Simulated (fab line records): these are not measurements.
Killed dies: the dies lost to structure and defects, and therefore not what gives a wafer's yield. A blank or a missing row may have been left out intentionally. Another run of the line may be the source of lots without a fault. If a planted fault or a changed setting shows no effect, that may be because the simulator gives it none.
Which tool did it? || flow n5-finfet || Sampling: 10 lots, 30 wafers, 5 of 1938 route steps

WHAT THE GAUGES SHOWED, per wafer
N5_BEOL_M4_THK_MEAS_01.
{"lot": "L434", "measured": "day 7 08:26", "on": "film-metro-02", "M4_ILD_THK (nm)": "77.5 78.1 78.0"}
{"lot": "L435", "measured": "day 7 14:12", "on": "film-metro-02", "M4_ILD_THK (nm)": "78.7 78.3 80.9"}
{"lot": "L437", "measured": "day 8 00:28", "on": "film-metro-02", "M4_ILD_THK (nm)": "79.0 79.4 81.6"}
{"lot": "L440", "measured": "day 9 18:13", "on": "film-metro-01", "M4_ILD_THK (nm)": "77.7 78.8 79.3"}
{"lot": "L441", "measured": "day 9 21:47", "on": "film-metro-01", "M4_ILD_THK (nm)": "76.2 75.6 78.2"}
{"lot": "L442", "measured": "day 9 23:07", "on": "film-metro-01", "M4_ILD_THK (nm)": "78.4 79.5 80.3"}
{"lot": "L443", "measured": "day 10 06:11", "on": "film-metro-02", "M4_ILD_THK (nm)": "79.7 79.3 79.5"}
{"lot": "L448", "measured": "day 11 02:52", "on": "film-metro-01", "M4_ILD_THK (nm)": "80.1 81.3 82.3"}
{"lot": "L447", "measured": "day 11 09:18", "on": "film-metro-01", "M4_ILD_THK (nm)": "77.7 79.9 79.6"}
{"lot": "L452", "measured": "day 12 09:26", "on": "film-metro-02", "M4_ILD_THK (nm)": "78.8 80.4 80.5"}

N5_BEOL_M4_RC_MEAS_101.
{"lot": "L434", "measured": "day 7 20:13", "on": "prober-01", "DIBL_N (mV/V)": "34.9 36.4 39.0", "DIBL_P (mV/V)": "35 37 41", "IOFF_N (nA/um)": "0.14 0.18 0.23", "IOFF_P (nA/um)": "0.22 0.26 0.35", "ION_N (uA/um)": "670 683 690", "ION_P (uA/um)": "466 472 470", "SS_N (mV/dec)": "72.1 72.4 72.5", "SS_P (mV/dec)": "73.6 73.2 75.1", "VT_N (mV)": "251 247 247", "VT_P (mV)": "-247 -245 -240"}
{"lot": "L435", "measured": "day 7 22:32", "on": "prober-02", "DIBL_N (mV/V)": "37.0 43.5 39.5", "DIBL_P (mV/V)": "35 44 38", "IOFF_N (nA/um)": "0.16 0.32 0.22", "IOFF_P (nA/um)": "0.21 0.42 0.29", "ION_N (uA/um)": "680 733 692", "ION_P (uA/um)": "467 500 479", "SS_N (mV/dec)": "71.0 72.7 71.5", "SS_P (mV/dec)": "73.8 76.2 73.5", "VT_N (mV)": "249 242 244", "VT_P (mV)": "-249 -240 -245"}
{"lot": "L437", "measured": "day 8 21:05", "on": "prober-01", "DIBL_N (mV/V)": "38.3 37.2 35.4", "DIBL_P (mV/V)": "40 38 36", "IOFF_N (nA/um)": "0.22 0.19 0.16", "IOFF_P (nA/um)": "0.36 0.28 0.26", "ION_N (uA/um)": "695 691 682", "ION_P (uA/um)": "487 478 481", "SS_N (mV/dec)": "72.9 72.2 72.0", "SS_P (mV/dec)": "73.0 73.6 73.0", "VT_N (mV)": "242 245 248", "VT_P (mV)": "-239 -242 -243"}
{"lot": "L440", "measured": "day 10 10:13", "on": "prober-02", "DIBL_N (mV/V)": "31.4 31.9 34.2", "DIBL_P (mV/V)": "30 31 34", "IOFF_N (nA/um)": "0.10 0.11 0.12", "IOFF_P (nA/um)": "0.14 0.14 0.17", "ION_N (uA/um)": "677 659 652", "ION_P (uA/um)": "464 458 451", "SS_N (mV/dec)": "70.5 70.4 71.1", "SS_P (mV/dec)": "72.7 72.8 73.1", "VT_N (mV)": "257 256 257", "VT_P (mV)": "-254 -254 -257"}
{"lot": "L441", "measured": "day 10 16:34", "on": "prober-01", "DIBL_N (mV/V)": "32.3 36.5 33.2", "DIBL_P (mV/V)": "32 38 33", "IOFF_N (nA/um)": "0.10 0.17 0.11", "IOFF_P (nA/um)": "0.15 0.23 0.16", "ION_N (uA/um)": "669 687 665", "ION_P (uA/um)": "465 472 458", "SS_N (mV/dec)": "70.9 71.7 70.6", "SS_P (mV/dec)": "71.4 72.6 71.4", "VT_N (mV)": "255 248 251", "VT_P (mV)": "-253 -250 -252"}
{"lot": "L442", "measured": "day 10 14:48", "on": "prober-02", "DIBL_N (mV/V)": "38.0 36.2 37.5", "DIBL_P (mV/V)": "36 36 36", "IOFF_N (nA/um)": "0.17 0.13 0.17", "IOFF_P (nA/um)": "0.23 0.22 0.21", "ION_N (uA/um)": "672 671 683", "ION_P (uA/um)": "461 461 460", "SS_N (mV/dec)": "72.2 71.8 72.0", "SS_P (mV/dec)": "73.8 72.7 73.7", "VT_N (mV)": "249 255 249", "VT_P (mV)": "-250 -250 -252"}
{"lot": "L443", "measured": "day 10 19:54", "on": "prober-01", "DIBL_N (mV/V)": "37.4 38.3 39.2", "DIBL_P (mV/V)": "37 37 40", "IOFF_N (nA/um)": "0.14 0.16 0.18", "IOFF_P (nA/um)": "0.21 0.23 0.28", "ION_N (uA/um)": "667 686 690", "ION_P (uA/um)": "468 472 473", "SS_N (mV/dec)": "71.6 71.9 71.7", "SS_P (mV/dec)": "73.1 73.2 74.1", "VT_N (mV)": "254 251 247", "VT_P (mV)": "-250 -249 -247"}
{"lot": "L448", "measured": "day 11 17:33", "on": "prober-02", "DIBL_N (mV/V)": "33.3 38.7 36.7", "DIBL_P (mV/V)": "34 39 35", "IOFF_N (nA/um)": "0.12 0.24 0.18", "IOFF_P (nA/um)": "0.18 0.25 0.19", "ION_N (uA/um)": "656 684 653", "ION_P (uA/um)": "454 456 445", "SS_N (mV/dec)": "71.3 72.1 72.6", "SS_P (mV/dec)": "73.1 75.0 73.5", "VT_N (mV)": "254 244 252", "VT_P (mV)": "-254 -251 -254"}
{"lot": "L447", "measured": "day 11 23:30", "on": "prober-01", "DIBL_N (mV/V)": "34.6 39.2 42.8", "DIBL_P (mV/V)": "35 41 45", "IOFF_N (nA/um)": "0.13 0.20 0.29", "IOFF_P (nA/um)": "0.16 0.24 0.35", "ION_N (uA/um)": "667 671 698", "ION_P (uA/um)": "461 459 474", "SS_N (mV/dec)": "71.4 72.4 73.4", "SS_P (mV/dec)": "72.8 74.0 75.4", "VT_N (mV)": "254 251 245", "VT_P (mV)": "-254 -249 -246"}
{"lot": "L452", "measured": "day 12 22:44", "on": "prober-02", "DIBL_N (mV/V)": "34.7 37.8 34.3", "DIBL_P (mV/V)": "35 41 36", "IOFF_N (nA/um)": "0.13 0.18 0.12", "IOFF_P (nA/um)": "0.14 0.22 0.16", "ION_N (uA/um)": "667 671 658", "ION_P (uA/um)": "445 450 445", "SS_N (mV/dec)": "71.0 72.3 71.2", "SS_P (mV/dec)": "72.4 73.9 72.7", "VT_N (mV)": "255 251 254", "VT_P (mV)": "-255 -253 -258"}

WHICH TOOL RAN EACH LOT (tool, then ch and the chambers of the sampled wafers, then the start)
{"lot": "L434", "N5_BEOL_M3_SPUTTER_90": "pvd-sputter-01, day 7 06:32", "N5_BEOL_M3_ANNEAL_93": "pvd-sputter-01, day 7 06:50", "N5_BEOL_M4_PECVD_72": "pecvd-04 ch 0,1, day 7 08:28"}
{"lot": "L435", "N5_BEOL_M3_SPUTTER_90": "pvd-sputter-01, day 7 12:22", "N5_BEOL_M3_ANNEAL_93": "pvd-sputter-01, day 7 12:40", "N5_BEOL_M4_PECVD_72": "pecvd-03 ch 0,1, day 7 14:14"}
{"lot": "L437", "N5_BEOL_M3_SPUTTER_90": "pvd-sputter-03, day 7 22:30", "N5_BEOL_M3_ANNEAL_93": "pvd-sputter-03, day 7 22:48", "N5_BEOL_M4_PECVD_72": "pecvd-01 ch 0,2, day 8 00:30"}
{"lot": "L440", "N5_BEOL_M3_SPUTTER_90": "pvd-sputter-03, day 9 16:21", "N5_BEOL_M3_ANNEAL_93": "pvd-sputter-03, day 9 16:39", "N5_BEOL_M4_PECVD_72": "pecvd-01 ch 0,2, day 9 18:14"}
{"lot": "L441", "N5_BEOL_M3_SPUTTER_90": "pvd-sputter-02, day 9 19:56", "N5_BEOL_M3_ANNEAL_93": "pvd-sputter-02, day 9 20:14", "N5_BEOL_M4_PECVD_72": "pecvd-04 ch 0,1,2, day 9 21:49"}
{"lot": "L442", "N5_BEOL_M3_SPUTTER_90": "pvd-sputter-01, day 9 21:16", "N5_BEOL_M3_ANNEAL_93": "pvd-sputter-01, day 9 21:34", "N5_BEOL_M4_PECVD_72": "pecvd-04 ch 1,2, day 9 23:09"}
{"lot": "L443", "N5_BEOL_M3_SPUTTER_90": "pvd-sputter-03, day 10 04:17", "N5_BEOL_M3_ANNEAL_93": "pvd-sputter-03, day 10 04:35", "N5_BEOL_M4_PECVD_72": "pecvd-04 ch 0,2, day 10 06:13"}
{"lot": "L448", "N5_BEOL_M3_SPUTTER_90": "pvd-sputter-03, day 11 01:02", "N5_BEOL_M3_ANNEAL_93": "pvd-sputter-03, day 11 01:20", "N5_BEOL_M4_PECVD_72": "pecvd-04 ch 0,1, day 11 02:55"}
{"lot": "L447", "N5_BEOL_M3_SPUTTER_90": "pvd-sputter-03, day 11 07:27", "N5_BEOL_M3_ANNEAL_93": "pvd-sputter-03, day 11 07:45", "N5_BEOL_M4_PECVD_72": "pecvd-04 ch 0,1,2, day 11 09:20"}
{"lot": "L452", "N5_BEOL_M3_SPUTTER_90": "pvd-sputter-01, day 12 07:34", "N5_BEOL_M3_ANNEAL_93": "pvd-sputter-01, day 12 07:52", "N5_BEOL_M4_PECVD_72": "pecvd-01 ch 0,2, day 12 09:28"}
- N5_BEOL_M3_SPUTTER_90: material Cu, target thk 4.5 nm, time 8.29 s.
- N5_BEOL_M3_ANNEAL_93: time 240 s.
- N5_BEOL_M4_PECVD_72: deposits SiO2 from TEOS/O2, target thk 16 nm, time 18 s.

WHAT THE TOOLS THEMSELVES READ (means of the sampled wafers that have a number; where no wafer has one, the mark that the record gives instead)
N5_BEOL_M3_SPUTTER_90.
{"lot": "L434", "tool": "pvd-sputter-01", "throttle-valve-pct (%)": 29.3}
{"lot": "L435", "tool": "pvd-sputter-01", "throttle-valve-pct (%)": 29.2}
{"lot": "L437", "tool": "pvd-sputter-03", "throttle-valve-pct (%)": 30.1}
{"lot": "L440", "tool": "pvd-sputter-03", "throttle-valve-pct (%)": 29.2}
{"lot": "L441", "tool": "pvd-sputter-02", "throttle-valve-pct (%)": 29.5}
{"lot": "L442", "tool": "pvd-sputter-01", "throttle-valve-pct (%)": 29.5}
{"lot": "L443", "tool": "pvd-sputter-03", "throttle-valve-pct (%)": 28.2}
{"lot": "L448", "tool": "pvd-sputter-03", "throttle-valve-pct (%)": 30.6}
{"lot": "L447", "tool": "pvd-sputter-03", "throttle-valve-pct (%)": 29.3}
{"lot": "L452", "tool": "pvd-sputter-01", "throttle-valve-pct (%)": 29.4}

N5_BEOL_M3_ANNEAL_93.
{"lot": "L434", "tool": "pvd-sputter-01", "heater-power-w (W)": 820}
{"lot": "L435", "tool": "pvd-sputter-01", "heater-power-w (W)": 832}
{"lot": "L437", "tool": "pvd-sputter-03", "heater-power-w (W)": 811}
{"lot": "L440", "tool": "pvd-sputter-03", "heater-power-w (W)": 787}
{"lot": "L441", "tool": "pvd-sputter-02", "heater-power-w (W)": 832}
{"lot": "L442", "tool": "pvd-sputter-01", "heater-power-w (W)": 838}
{"lot": "L443", "tool": "pvd-sputter-03", "heater-power-w (W)": 789}
{"lot": "L448", "tool": "pvd-sputter-03", "heater-power-w (W)": 889}
{"lot": "L447", "tool": "pvd-sputter-03", "heater-power-w (W)": 789}
{"lot": "L452", "tool": "pvd-sputter-01", "heater-power-w (W)": 828}

N5_BEOL_M4_PECVD_72.
{"lot": "L434", "tool": "pecvd-04", "chamber-pressure-Torr (Torr)": 5.496, "heater-power-w (W)": 770, "showerhead-plenum-p-Torr (Torr)": 8.79, "susceptor-temp-C (C)": 399.85, "throttle-valve-pct (%)": 23.4}
{"lot": "L435", "tool": "pecvd-03", "chamber-pressure-Torr (Torr)": 5.511, "heater-power-w (W)": 575, "showerhead-plenum-p-Torr (Torr)": 8.80, "susceptor-temp-C (C)": 399.99, "throttle-valve-pct (%)": 21.8}
{"lot": "L437", "tool": "pecvd-01", "chamber-pressure-Torr (Torr)": 5.498, "heater-power-w (W)": 706, "showerhead-plenum-p-Torr (Torr)": 8.80, "susceptor-temp-C (C)": 400.11, "throttle-valve-pct (%)": 21.8}
{"lot": "L440", "tool": "pecvd-01", "chamber-pressure-Torr (Torr)": 5.503, "heater-power-w (W)": 697, "showerhead-plenum-p-Torr (Torr)": 8.84, "susceptor-temp-C (C)": 399.95, "throttle-valve-pct (%)": 21.6}
{"lot": "L441", "tool": "pecvd-04", "chamber-pressure-Torr (Torr)": 5.495, "heater-power-w (W)": 721, "showerhead-plenum-p-Torr (Torr)": 8.81, "susceptor-temp-C (C)": 399.90, "throttle-valve-pct (%)": 22.9}
{"lot": "L442", "tool": "pecvd-04", "chamber-pressure-Torr (Torr)": 5.498, "heater-power-w (W)": 748, "showerhead-plenum-p-Torr (Torr)": 8.81, "susceptor-temp-C (C)": 399.89, "throttle-valve-pct (%)": 23.8}
{"lot": "L443", "tool": "pecvd-04", "chamber-pressure-Torr (Torr)": 5.499, "heater-power-w (W)": 718, "showerhead-plenum-p-Torr (Torr)": 8.82, "susceptor-temp-C (C)": 399.86, "throttle-valve-pct (%)": 21.8}
{"lot": "L448", "tool": "pecvd-04", "chamber-pressure-Torr (Torr)": 5.500, "heater-power-w (W)": 751, "showerhead-plenum-p-Torr (Torr)": 8.80, "susceptor-temp-C (C)": 401.64, "throttle-valve-pct (%)": 23.6}
{"lot": "L447", "tool": "pecvd-04", "chamber-pressure-Torr (Torr)": 5.503, "heater-power-w (W)": 735, "showerhead-plenum-p-Torr (Torr)": 8.82, "susceptor-temp-C (C)": 401.22, "throttle-valve-pct (%)": 22.7}
{"lot": "L452", "tool": "pecvd-01", "chamber-pressure-Torr (Torr)": 5.502, "heater-power-w (W)": 757, "showerhead-plenum-p-Torr (Torr)": 8.80, "susceptor-temp-C (C)": 400.00, "throttle-valve-pct (%)": 21.5}

THE ANSWER, worked out from the rows above alone
Rule: usual is defined by the lots themselves. Put in order of their means at a reading, lots are off if they are a third of the lots or fewer, leave a main group of 4 or more, and stand apart from it by a gap of 3 or more times the standard deviation of the main group's means; of several such gaps the widest counts. If all means in a main group match to the digits the tables above print for the reading, that group is not used. Also off: a lot with no number at a reading for which 4 or more lots have one. All remaining lots with rows at the step are treated as sound. The gauges are gone through in route order, then the tools' own readings, and for those a lot's mean is taken as printed above. The first step at which some lot is off is used, and at that step the reading that is off furthest; a lot without a number counts as furthest.
Off: L448, L447 (N5_BEOL_M4_PECVD_72, susceptor-temp-C). Mean 399.94 C and standard deviation 0.082 in the main group.
A tool fits if, at that step or a process step before it, it ran every lot that is off, and no sound lot after the first of them. This does not decide it: 2 tools fit, namely pvd-sputter-03 at N5_BEOL_M3_SPUTTER_90 and N5_BEOL_M3_ANNEAL_93 and pecvd-04 at N5_BEOL_M4_PECVD_72.

WHAT THE SIMULATOR PUT IN
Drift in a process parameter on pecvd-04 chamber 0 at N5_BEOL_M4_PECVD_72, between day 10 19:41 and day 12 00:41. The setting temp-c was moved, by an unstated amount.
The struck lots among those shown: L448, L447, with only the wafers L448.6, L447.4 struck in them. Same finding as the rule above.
